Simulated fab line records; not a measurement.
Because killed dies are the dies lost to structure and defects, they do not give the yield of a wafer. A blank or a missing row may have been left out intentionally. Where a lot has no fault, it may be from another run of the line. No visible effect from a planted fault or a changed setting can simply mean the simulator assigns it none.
Which tool was responsible? -- flow n5Finfet -- 63 wafers from 21 lots sampled at 6 of the route's 1938 steps

WHAT THE GAUGES SHOWED, per wafer
No reading from a measuring or inspecting step in the record can be judged against a usual standard deviation.

TOOL THAT RAN EACH LOT (tool first, then ch and the chambers of the sampled wafers, then the start)
lot,N5_FIN_CUT_STRIP_24,N5_FIN_CUT_STRIP_22,N5_STI_FIN_REVEAL_ETCH_34,N5_STI_FIN_REVEAL_OXIDATION_31,N5_DUMMY_GATE_ETCH_29,N5_DUMMY_GATE_ETCH_36
L074,"rieDiel-02 ch 0,1,2, day 2 03:24","rieDiel-02 ch 0,2,3, day 2 03:45","rieSi-06 ch 0,1,3, day 2 12:04","plasmaAsher-02 ch 0,1, day 2 12:09","rieDiel-01 ch 0,1,2, day 2 22:38","rieDiel-01 ch 0,1,2, day 2 22:41"
L075,"rieDiel-03 ch 0,1,2, day 2 09:52","rieDiel-02 ch 0,1,3, day 2 10:16","rieSi-03 ch 0,1,3, day 2 20:19","plasmaAsher-01 ch 0,1, day 2 20:22","rieDiel-01 ch 0,1,2, day 3 06:43","rieDiel-01 ch 0,1,2, day 3 06:45"
L076,"rieDiel-03 ch 0,1,2, day 2 16:10","rieDiel-02 ch 2,3, day 2 16:30","rieSi-03 ch 0,2,3, day 3 01:23","plasmaAsher-01 ch 0,1, day 3 01:27","rieDiel-02 ch 0,2,3, day 3 12:51","rieDiel-02 ch 0,2,3, day 3 12:53"
L077,"rieDiel-02 ch 2,3, day 2 21:12","rieDiel-03 ch 2,3, day 2 21:34","rieSi-06 ch 1,2, day 3 06:08","plasmaAsher-02 ch 0,1, day 3 06:11","rieDiel-03 ch 2,3, day 3 15:37","rieDiel-03 ch 2,3, day 3 15:39"
L078,"rieDiel-02 ch 1,2,3, day 3 03:06","rieDiel-01 ch 1,2,3, day 3 03:29","rieSi-06 ch 1,3, day 3 12:20","plasmaAsher-01 ch 0,1, day 3 12:23","rieDiel-02 ch 2,3, day 3 21:49","rieDiel-02 ch 2,3, day 3 21:51"
L079,"rieDiel-01 ch 0,3, day 3 09:34","rieDiel-01 ch 0,3, day 3 09:54","rieSi-03 ch 0,2,3, day 3 18:31","plasmaAsher-01 ch 0,1, day 3 18:35","rieDiel-01 ch 0,2,3, day 4 05:49","rieDiel-01 ch 0,2,3, day 4 05:52"
L080,"rieDiel-02 ch 0,1,3, day 3 15:40","rieDiel-01 ch 0,2,3, day 3 16:00","rieSi-06 ch 1,2,3, day 4 00:11","plasmaAsher-02 ch 0,1, day 4 00:14","rieDiel-02 ch 0,1,2, day 4 09:34","rieDiel-02 ch 0,1,2, day 4 09:36"
L081,"rieDiel-01 ch 0,2,3, day 3 22:12","rieDiel-03 ch 1,2, day 3 22:37","rieSi-06 ch 0,2, day 4 07:59","plasmaAsher-01 ch 0,1, day 4 08:02","rieDiel-03 ch 1,2,3, day 4 17:21","rieDiel-03 ch 1,2,3, day 4 17:23"
L082,"rieDiel-03 ch 0,2, day 4 03:59","rieDiel-02 ch 0,1,3, day 4 04:31","rieSi-01 ch 0,1, day 4 13:31","plasmaAsher-01 ch 0,1, day 4 13:35","rieDiel-02 ch 0,1, day 5 02:50","rieDiel-02 ch 0,1, day 5 02:53"
L084,"rieDiel-02 ch 0,3, day 4 15:57","rieDiel-01 ch 2,3, day 4 16:17","rieSi-06 ch 0,2, day 5 00:46","plasmaAsher-02 ch 0,1, day 5 00:49","rieDiel-01 ch 2,3, day 5 12:32","rieDiel-01 ch 2,3, day 5 12:35"
L086,"rieDiel-02 ch 0,2,3, day 5 02:20","rieDiel-02 ch 0,1,2, day 5 02:40","rieSi-06 ch 0,3, day 5 11:24","plasmaAsher-02 ch 0,1, day 5 11:28","rieDiel-02 ch 0,1, day 6 01:45","rieDiel-02 ch 0,1, day 6 01:47"
L087,"rieDiel-01 ch 2,3, day 5 11:53","rieDiel-03 ch 0,3, day 5 12:15","rieSi-06 ch 1,3, day 5 20:47","plasmaAsher-02 ch 0,1, day 5 20:51","rieDiel-02 ch 0,3, day 6 06:10","rieDiel-02 ch 0,3, day 6 06:12"
L088,"rieDiel-02 ch 1,2,3, day 5 14:42","rieDiel-02 ch 0,1,2, day 5 15:02","rieSi-03 ch 0,1,2, day 5 23:29","plasmaAsher-02 ch 0,1, day 5 23:33","rieDiel-02 ch 0,1,3, day 6 11:27","rieDiel-02 ch 0,1,3, day 6 11:29"
L089,"rieDiel-03 ch 1,3, day 5 21:33","rieDiel-02 ch 0,1,3, day 5 21:53","rieSi-01 ch 0,1,2, day 6 06:50","plasmaAsher-02 ch 0,1, day 6 06:53","rieDiel-03 ch 1,2, day 6 18:20","rieDiel-03 ch 1,2, day 6 18:22"
L090,"rieDiel-01 ch 0,2, day 6 03:09","rieDiel-01 ch 0,1,3, day 6 03:30","rieSi-03 ch 0,1,2, day 6 11:57","plasmaAsher-01 ch 0,1, day 6 12:01","rieDiel-01 ch 1,2,3, day 6 21:35","rieDiel-01 ch 1,2,3, day 6 21:38"
L091,"rieDiel-01 ch 0,2,3, day 6 10:38","rieDiel-02 ch 0,1,2, day 6 11:06","rieSi-03 ch 1,2,3, day 6 19:19","plasmaAsher-02 ch 0,1, day 6 19:31","rieDiel-01 ch 1,2, day 7 05:14","rieDiel-01 ch 1,2, day 7 05:16"
L093,"rieDiel-03 ch 2,3, day 6 22:05","rieDiel-01 ch 1,2, day 6 22:25","rieSi-06 ch 0,1, day 7 06:43","plasmaAsher-02 ch 0,1, day 7 06:47","rieDiel-03 ch 0,1,2, day 7 17:56","rieDiel-03 ch 0,1,2, day 7 17:58"
L094,"rieDiel-03 ch 2,3, day 7 03:56","rieDiel-03 ch 0,3, day 7 04:16","rieSi-01 ch 2,3, day 7 12:32","plasmaAsher-02 ch 0,1, day 7 12:36","rieDiel-02 ch 0,2, day 7 22:04","rieDiel-02 ch 0,2, day 7 22:07"
L095,"rieDiel-02 ch 0,1,3, day 7 09:15","rieDiel-02 ch 0,2,3, day 7 09:35","rieSi-03 ch 1,2,3, day 7 17:46","plasmaAsher-02 ch 0,1, day 7 17:49","rieDiel-01 ch 1,2,3, day 8 03:15","rieDiel-01 ch 1,2,3, day 8 03:17"
L096,"rieDiel-02 ch 0,3, day 7 14:58","rieDiel-03 ch 0,2, day 7 15:19","rieSi-01 ch 0,3, day 8 01:57","plasmaAsher-01 ch 0,1, day 8 02:02","rieDiel-01 ch 0,1, day 8 13:37","rieDiel-01 ch 0,1, day 8 13:39"
L097,"rieDiel-03 ch 0,1,2, day 7 23:02","rieDiel-01 ch 0,2, day 7 23:22","rieSi-01 ch 1,3, day 8 07:42","plasmaAsher-02 ch 1, day 8 07:46","rieDiel-02 ch 0,1,3, day 8 17:26","rieDiel-02 ch 0,1,3, day 8 17:28"
- N5_FIN_CUT_STRIP_24: strips in CF4.
- N5_FIN_CUT_STRIP_22: strips in N2/H2.
- N5_STI_FIN_REVEAL_ETCH_34: etches Si in H2, material Si, target depth 0.97 nm.
- N5_STI_FIN_REVEAL_OXIDATION_31: chemistry O2 PLASMA REMOTE, time 20 s.
- N5_DUMMY_GATE_ETCH_29: etches underlayer in N2/H2, target depth 13 nm.
- N5_DUMMY_GATE_ETCH_36: etches SiARC in CF4, target depth 13 nm.

WHAT THE TOOLS THEMSELVES READ (means of the sampled wafers that have a number; where no wafer has one, the mark that the record gives instead)
N5_FIN_CUT_STRIP_24. Usual: drypumpMotorCurrentA 6.0 A, standard deviation 0.42; oesProductAu 0.76 a.u., standard deviation 0.078; rfVppV 270.9 V, standard deviation 1.5; showerheadPlenumPTorr 1.79 Torr, standard deviation 0.05; throttleValvePct 13.65 %, standard deviation 0.26.
lot,tool,drypumpMotorCurrentA (A),oesProductAu (a.u.),rfVppV (V),showerheadPlenumPTorr (Torr),throttleValvePct (%),flag
L074,rieDiel-02,6.0,0.81,269.9,1.78,13.69,
L075,rieDiel-03,5.9,0.76,271.6,1.79,13.59,
L076,rieDiel-03,5.9,0.76,271.8,1.79,13.58,
L077,rieDiel-02,5.8,0.72,269.5,1.73,13.85,
L078,rieDiel-02,5.7,0.74,268.9,1.74,13.79,
L079,rieDiel-01,6.1,0.72,271.0,1.83,13.73,
L080,rieDiel-02,6.1,0.82,270.3,1.77,13.49,
L081,rieDiel-01,6.0,0.73,271.5,1.83,13.72,
L082,rieDiel-03,5.7,0.80,271.3,1.81,13.51,
L084,rieDiel-02,6.1,0.81,270.3,1.77,13.37,
L086,rieDiel-02,6.1,0.78,269.7,1.77,13.57,
L087,rieDiel-01,5.9,0.73,271.3,1.82,13.72,
L088,rieDiel-02,5.8,0.73,269.2,1.74,13.83,
L089,rieDiel-03,6.0,0.69,270.6,1.79,13.76,
L090,rieDiel-01,6.1,0.71,273.1,1.85,13.76,
L091,rieDiel-01,6.0,0.72,272.2,1.83,13.75,
L093,rieDiel-03,6.5,0.71,272.0,1.84,13.75,
L094,rieDiel-03,6.5,0.71,271.8,1.84,13.75,
L095,rieDiel-02,6.1,0.79,270.9,1.77,13.55,
L096,rieDiel-02,6.4,0.83,271.0,1.80,13.31,
L097,rieDiel-03,5.9,0.83,270.2,1.78,13.49,

N5_FIN_CUT_STRIP_22. Usual: drypumpMotorCurrentA 6.0 A, standard deviation 0.38; oesProductAu 0.77 a.u., standard deviation 0.088; rfVppV 54.2 V, standard deviation 2.4; showerheadPlenumPTorr 3.34 Torr, standard deviation 0.095; throttleValvePct 18.9 %, standard deviation 0.38.
lot,tool,drypumpMotorCurrentA (A),oesProductAu (a.u.),rfVppV (V),showerheadPlenumPTorr (Torr),throttleValvePct (%),flag
L074,rieDiel-02,6.1,0.81,54.9,3.29,18.8,
L075,rieDiel-02,6.1,0.86,52.7,3.30,18.7,
L076,rieDiel-02,5.8,0.72,53.2,3.21,19.2,
L077,rieDiel-03,6.4,0.74,56.4,3.43,19.1,
L078,rieDiel-01,6.0,0.73,54.4,3.38,19.2,
L079,rieDiel-01,6.1,0.72,55.4,3.39,18.9,
L080,rieDiel-01,6.1,0.73,53.0,3.42,19.1,
L081,rieDiel-03,6.1,0.71,52.1,3.32,18.8,
L082,rieDiel-02,6.1,0.83,55.9,3.29,18.6,
L084,rieDiel-01,6.0,0.74,56.4,3.44,19.2,
L086,rieDiel-02,6.0,0.79,54.3,3.28,18.8,
L087,rieDiel-03,5.6,0.78,53.9,3.41,18.7,
L088,rieDiel-02,6.0,0.79,52.5,3.27,18.7,
L089,rieDiel-02,6.1,0.82,54.3,3.28,18.7,
L090,rieDiel-01,6.1,0.79,55.2,3.35,18.9,
L091,rieDiel-02,6.1,0.78,53.4,3.27,18.8,
L093,rieDiel-01,6.1,0.79,53.7,3.42,19.0,
L094,rieDiel-03,5.6,0.77,52.4,3.40,18.8,
L095,rieDiel-02,6.1,0.77,54.6,3.27,18.8,
L096,rieDiel-03,6.2,0.74,52.6,3.34,18.9,
L097,rieDiel-01,6.1,0.86,52.4,3.42,18.6,

N5_STI_FIN_REVEAL_ETCH_34. Usual: drypumpMotorCurrentA 5.70 A, standard deviation 0.29; oesProductAu 1.006 a.u., standard deviation 0.019; throttleValvePct 26.4 %, standard deviation 0.71.
lot,tool,drypumpMotorCurrentA (A),oesProductAu (a.u.),throttleValvePct (%),flag
L074,rieSi-06,5.72,1.020,26.6,
L075,rieSi-03,5.32,1.000,26.6,
L076,rieSi-03,5.65,0.999,26.6,
L077,rieSi-06,5.75,0.993,26.0,
L078,rieSi-06,5.68,1.004,26.5,
L079,rieSi-03,5.65,1.007,26.6,
L080,rieSi-06,5.73,1.007,26.2,
L081,rieSi-06,5.84,0.999,25.6,
L082,rieSi-01,5.70,0.990,26.9,
L084,rieSi-06,5.82,1.010,26.0,
L086,rieSi-06,5.78,1.021,26.5,
L087,rieSi-06,5.67,1.014,26.5,
L088,rieSi-03,5.67,1.011,26.6,
L089,rieSi-01,5.78,0.998,26.3,
L090,rieSi-03,5.67,1.017,26.6,
L091,rieSi-03,5.61,0.998,27.1,
L093,rieSi-06,5.73,1.015,26.3,
L094,rieSi-01,5.90,1.020,25.5,
L095,rieSi-03,5.60,1.004,27.1,
L096,rieSi-01,5.78,1.011,25.7,
L097,rieSi-01,5.84,0.992,26.1,

N5_STI_FIN_REVEAL_OXIDATION_31. Usual: drypumpMotorCurrentA 5.7 A, standard deviation 0.41; heaterPowerW 148 W, standard deviation 7.4.
lot,tool,drypumpMotorCurrentA (A),heaterPowerW (W),flag
L074,plasmaAsher-02,5.7,147,
L075,plasmaAsher-01,6.0,150,
L076,plasmaAsher-01,5.5,155,
L077,plasmaAsher-02,5.6,147,
L078,plasmaAsher-01,6.0,151,
L079,plasmaAsher-01,5.5,156,
L080,plasmaAsher-02,5.7,144,
L081,plasmaAsher-01,5.6,157,
L082,plasmaAsher-01,6.0,152,
L084,plasmaAsher-02,5.7,145,
L086,plasmaAsher-02,5.7,144,
L087,plasmaAsher-02,5.7,143,
L088,plasmaAsher-02,5.6,146,
L089,plasmaAsher-02,5.6,145,
L090,plasmaAsher-01,5.6,156,
L091,plasmaAsher-02,5.7,143,
L093,plasmaAsher-02,5.6,148,
L094,plasmaAsher-02,5.7,142,
L095,plasmaAsher-02,5.6,146,
L096,plasmaAsher-01,6.0,151,
L097,plasmaAsher-02,5.5,151,

N5_DUMMY_GATE_ETCH_29. Usual: biasW 150.0 W, standard deviation 0.44; drypumpMotorCurrentA 6.0 A, standard deviation 0.36; oesProductAu 0.77 a.u., standard deviation 0.084; rfVppV 523.2 V, standard deviation 2.4; showerheadPlenumPTorr 2.51 Torr, standard deviation 0.077; throttleValvePct 17.88 %, standard deviation 0.27.
lot,tool,biasW (W),drypumpMotorCurrentA (A),oesProductAu (a.u.),rfVppV (V),showerheadPlenumPTorr (Torr),throttleValvePct (%),flag
L074,rieDiel-01,149.8,6.1,0.72,526.0,2.58,17.97,
L075,rieDiel-01,149.9,6.1,0.72,525.4,2.58,17.97,
L076,rieDiel-02,149.5,6.1,0.81,522.1,2.49,17.77,
L077,rieDiel-03,149.7,6.5,0.75,524.3,2.56,17.90,
L078,rieDiel-02,150.4,5.8,0.75,520.3,2.43,17.91,
L079,rieDiel-01,150.0,6.0,0.73,525.5,2.58,17.93,
L080,rieDiel-02,150.5,6.1,0.80,522.3,2.48,17.88,
L081,rieDiel-03,150.0,6.3,0.72,524.3,2.55,17.90,
L082,rieDiel-02,149.7,6.4,0.87,523.9,2.53,17.58,
L084,rieDiel-01,150.0,5.9,0.72,525.2,2.57,18.01,
L086,rieDiel-02,149.9,6.1,0.80,522.0,2.48,17.81,
L087,rieDiel-02,150.3,6.1,0.80,522.1,2.49,17.62,
L088,rieDiel-02,149.6,6.1,0.81,522.3,2.48,17.73,
L089,rieDiel-03,149.7,6.1,0.67,523.6,2.51,17.94,
L090,rieDiel-01,149.9,6.0,0.79,524.0,2.55,17.96,
L091,rieDiel-01,149.8,6.0,0.86,524.1,2.54,17.89,
L093,rieDiel-03,149.9,5.9,0.84,523.3,2.52,17.71,
L094,rieDiel-02,149.7,6.0,0.75,521.3,2.46,18.00,
L095,rieDiel-01,149.9,6.0,0.78,524.2,2.55,17.97,
L096,rieDiel-01,149.8,6.1,0.93,524.5,2.54,17.51,
L097,rieDiel-02,150.4,6.1,0.78,522.4,2.47,17.75,

N5_DUMMY_GATE_ETCH_36. Usual: biasW 36.01 W, standard deviation 0.11; drypumpMotorCurrentA 6.0 A, standard deviation 0.36; oesProductAu 0.77 a.u., standard deviation 0.085; rfVppV 184.0 V, standard deviation 1.2; showerheadPlenumPTorr 2.13 Torr, standard deviation 0.062; throttleValvePct 15.68 %, standard deviation 0.27.
lot,tool,biasW (W),drypumpMotorCurrentA (A),oesProductAu (a.u.),rfVppV (V),showerheadPlenumPTorr (Torr),throttleValvePct (%),flag
L074,rieDiel-01,36.05,6.1,0.72,184.4,2.18,15.82,
L075,rieDiel-01,35.98,6.1,0.71,185.0,2.18,15.83,
L076,rieDiel-02,35.89,6.1,0.81,183.7,2.10,15.54,
L077,rieDiel-03,36.06,6.5,0.75,184.6,2.15,15.60,
L078,rieDiel-02,36.07,5.8,0.74,183.3,2.06,15.63,
L079,rieDiel-01,35.96,6.0,0.73,185.1,2.19,15.74,
L080,rieDiel-02,35.98,6.0,0.80,183.4,2.11,15.74,
L081,rieDiel-03,35.93,6.3,0.72,184.2,2.15,15.68,
L082,rieDiel-02,36.09,6.3,0.87,184.6,2.15,15.45,
L084,rieDiel-01,36.02,5.9,0.72,185.1,2.17,15.74,
L086,rieDiel-02,35.91,6.0,0.81,183.6,2.11,15.73,
L087,rieDiel-02,36.08,6.1,0.79,183.1,2.10,15.38,
L088,rieDiel-02,36.03,6.0,0.79,182.9,2.11,15.56,
L089,rieDiel-03,36.01,6.1,0.68,183.9,2.10,15.72,
L090,rieDiel-01,35.91,6.0,0.79,183.9,2.16,15.69,
L091,rieDiel-01,36.05,6.0,0.85,184.3,2.14,15.67,
L093,rieDiel-03,35.94,5.9,0.83,184.2,2.12,15.47,
L094,rieDiel-02,36.07,6.0,0.75,183.6,2.09,15.81,
L095,rieDiel-01,35.99,6.0,0.78,184.3,2.15,15.73,
L096,rieDiel-01,36.02,6.2,0.93,183.7,2.16,15.41,
L097,rieDiel-02,35.87,6.1,0.79,183.3,2.10,15.60,

THE ANSWER, worked out from the rows above alone
Rule: a lot is off if the mean of its wafers that have a number lies more than 3 standard deviations from the usual mean. A lot without any number at a reading at which 4 lots or more have one is off too. The other lots that the step has rows for count as sound. First the gauges in route order, then the tools' own readings, where a lot's mean is used as printed above. The first step at which some lot is off is used, and at that step the reading that is off furthest; a lot without a number counts as furthest.
Nothing can be told from this: no lot is off at any reading shown.

WHAT THE SIMULATOR HAD PUT IN
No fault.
